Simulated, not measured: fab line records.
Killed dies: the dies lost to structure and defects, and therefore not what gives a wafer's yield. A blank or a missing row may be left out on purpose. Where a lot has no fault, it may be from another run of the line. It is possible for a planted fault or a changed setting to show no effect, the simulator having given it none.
Which of the tools did it? / flow nandHarc / 11 lots with 33 wafers sampled at 5 steps, on a route of 1302 steps

## WHAT THE GAUGES READ, wafer by wafer
NHARC_END_SORT_01.
lot=L659; measured=day 28 09:01; on=prober-02; killedAtArray=674 673 674
lot=L661; measured=day 29 02:30; on=prober-01; killedAtArray=675 672 670
lot=L667; measured=day 31 19:05; on=prober-01; killedAtArray=39 42 58

## WHAT TOOL EACH LOT RAN ON (gives the tool, then ch and the chambers of the sampled wafers, and finally the start)
lot=L653; NHARC_A_STAIRCASE_DESCUM_11=rieDiel-01 ch 0,2,3, day 16 17:43; NHARC_A_STAIRCASE_ETCH_13=rieDiel-01 ch 1,2,3, day 16 18:51 or earlier; NHARC_A_STAIRCASE_TRIM_20=rieDiel-01 ch 0,1,3, day 16 18:51; NHARC_A_STAIRCASE_ETCH_27=rieDiel-01 ch 0,1,3, no start
lot=L652; NHARC_A_STAIRCASE_DESCUM_11=rieDiel-06 ch 0,1,3, day 16 18:17; NHARC_A_STAIRCASE_ETCH_13=rieDiel-06 ch 1,2,3, day 16 19:29 or earlier; NHARC_A_STAIRCASE_TRIM_20=rieDiel-13 ch 0,2,3, day 16 19:29; NHARC_A_STAIRCASE_ETCH_27=rieDiel-13 ch 0,2,3, no start
lot=L655; NHARC_A_STAIRCASE_DESCUM_11=rieDiel-06 ch 1,2,3, day 17 04:16; NHARC_A_STAIRCASE_ETCH_13=rieDiel-06 ch 0,2,3, day 17 05:53 or earlier; NHARC_A_STAIRCASE_TRIM_20=rieDiel-13 ch 0,1,3, day 17 05:53; NHARC_A_STAIRCASE_ETCH_27=rieDiel-13 ch 0,1,3, no start
lot=L659; NHARC_A_STAIRCASE_DESCUM_11=rieDiel-13 ch 2,3, day 18 18:58; NHARC_A_STAIRCASE_ETCH_13=rieDiel-13 ch 0,3, day 18 20:13 or earlier; NHARC_A_STAIRCASE_TRIM_20=rieDiel-01 ch 0,2,3, day 18 20:13; NHARC_A_STAIRCASE_ETCH_27=rieDiel-01 ch 0,1, day 28 09:01 or earlier
lot=L661; NHARC_A_STAIRCASE_DESCUM_11=rieDiel-06 ch 0,2,3, day 20 00:34; NHARC_A_STAIRCASE_ETCH_13=rieDiel-06 ch 2,3, day 20 01:52 or earlier; NHARC_A_STAIRCASE_TRIM_20=rieDiel-01 ch 1,2,3, day 20 01:52; NHARC_A_STAIRCASE_ETCH_27=rieDiel-01 ch 2,3, day 29 02:30 or earlier
lot=L666; NHARC_A_STAIRCASE_DESCUM_11=rieDiel-13 ch 0,1,2, day 21 21:21; NHARC_A_STAIRCASE_ETCH_13=rieDiel-13 ch 2,3, day 21 22:28 or earlier; NHARC_A_STAIRCASE_TRIM_20=rieDiel-06 ch 1,2,3, day 21 22:28; NHARC_A_STAIRCASE_ETCH_27=rieDiel-06 ch 0,3, no start
lot=L667; NHARC_A_STAIRCASE_DESCUM_11=rieDiel-13 ch 2,3, day 22 07:31; NHARC_A_STAIRCASE_ETCH_13=rieDiel-13 ch 2,3, day 22 09:36 or earlier; NHARC_A_STAIRCASE_TRIM_20=rieDiel-06 ch 2,3, day 22 09:36; NHARC_A_STAIRCASE_ETCH_27=rieDiel-06 ch 0,1,2, day 31 19:05 or earlier
lot=L670; NHARC_A_STAIRCASE_DESCUM_11=rieDiel-01 ch 0,1, day 23 15:22; NHARC_A_STAIRCASE_ETCH_13=rieDiel-01 ch 1,2, day 23 16:58 or earlier; NHARC_A_STAIRCASE_TRIM_20=rieDiel-13 ch 0,2,3, day 23 16:58; NHARC_A_STAIRCASE_ETCH_27=rieDiel-13 ch 0,1, no start
lot=L669; NHARC_A_STAIRCASE_DESCUM_11=rieDiel-13 ch 2,3, day 23 20:21; NHARC_A_STAIRCASE_ETCH_13=rieDiel-13 ch 2,3, day 23 21:31 or earlier; NHARC_A_STAIRCASE_TRIM_20=rieDiel-13 ch 0,1,2, day 23 21:31; NHARC_A_STAIRCASE_ETCH_27=rieDiel-13 ch 0,1,3, no start
lot=L672; NHARC_A_STAIRCASE_DESCUM_11=rieDiel-13 ch 2,3, day 25 05:41; NHARC_A_STAIRCASE_ETCH_13=rieDiel-13 ch 0,3, day 25 06:48 or earlier; NHARC_A_STAIRCASE_TRIM_20=rieDiel-01 ch 0,3, day 25 06:48; NHARC_A_STAIRCASE_ETCH_27=rieDiel-01 ch 1,2, no start
lot=L674; NHARC_A_STAIRCASE_DESCUM_11=rieDiel-06 ch 0,1,3, day 25 18:52; NHARC_A_STAIRCASE_ETCH_13=rieDiel-06 ch 2,3, day 25 19:59 or earlier; NHARC_A_STAIRCASE_TRIM_20=rieDiel-01 ch 1,3, day 25 19:59; NHARC_A_STAIRCASE_ETCH_27=rieDiel-01 ch 1,3, no start
- NHARC_A_STAIRCASE_DESCUM_11: chemistry O2, time 3 s.
- NHARC_A_STAIRCASE_ETCH_13: etches the open film in C4F8/O2, target depth 100 nm, time 40.5 s.
- NHARC_A_STAIRCASE_TRIM_20: chemistry O2, time 211.2 s.
- NHARC_A_STAIRCASE_ETCH_27: etches the open film in C4F8/O2, target depth 100 nm, time 40.5 s.

## THE ANSWER, worked out from the rows above alone
Rule: what is usual is taken from the lots themselves. The widest of any qualifying gaps counts: lots, ordered by their means at a reading, are off when they make up no more than a third of the lots, leave a main group of 4 or more, and stand apart from it by 3 or more times the standard deviation of that group's means. A main group whose means are all the same, to the digits that the tables above print for the reading, isn't used. Also off: a lot with no number at a reading for which 4 or more lots have one. All remaining lots with rows at the step are treated as sound.
No lot is off at any reading shown: from this, nothing can be told.

## WHAT THE SIMULATOR HAD PUT IN
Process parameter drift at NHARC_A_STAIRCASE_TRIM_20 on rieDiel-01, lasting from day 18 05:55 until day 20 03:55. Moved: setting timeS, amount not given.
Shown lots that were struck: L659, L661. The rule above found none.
